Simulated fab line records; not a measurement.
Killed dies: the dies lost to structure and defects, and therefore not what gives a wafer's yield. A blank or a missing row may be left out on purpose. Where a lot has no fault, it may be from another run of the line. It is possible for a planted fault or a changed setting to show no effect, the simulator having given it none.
Matching of chambers ; flow nand harc ; 4 sister chambers for NHARC_A_WL_FILL_CMP_12 on cmp-01
The step polishes, t overpolish 30 s, target thk 100 nm. 4 wafers are shown with their chamber, then 8 later ones without.

== WAFERS, EACH WITH ITS CHAMBER ==
wafer;chamber;motor current A (A)
L075.5;2;10.6
L089.2;1;12.9
L091.5;3;12.5
L090.1;0;11.1

== WAFERS WITH NO CHAMBER GIVEN ==
wafer;motor current A (A)
L090.2;12.2
L090.5;12.6
L094.3;11.1
L094.4;12.4
L094.5;10.5
L097.4;11.1
L097.5;9.9
L097.6;12.6

== EACH ONE'S CHAMBER ==
wafer;from the rows above;in truth
L090.2;can't be placed: 3 or 1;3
L090.5;can't be placed: 3 or 1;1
L094.3;can't be placed: 0 or 2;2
L094.4;can't be placed: 3 or 1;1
L094.5;can't be placed: 2 or 0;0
L097.4;can't be placed: 0 or 2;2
L097.5;can't be placed: 2 or 0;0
L097.6;can't be placed: 3 or 1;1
Correct placement for 0 of the 8. Unplaceable from these rows: 8, with the true chamber sitting among the candidates in 8. 0 placed wrongly.
How it was worked out, from the rows above alone: a wafer's distance from a chamber is the root of the sum, over the readings, of the square of ((its reading less the chamber's mean) divided by the reading's scatter). The wafer belongs to the nearest chamber; if the next one is less than 2 further off, it can't be placed. A chamber's mean is the mean of its shown wafers. The scatter: root of mean squared gap, hidden wafer to nearest shown wafer, with one shown wafer a chamber.
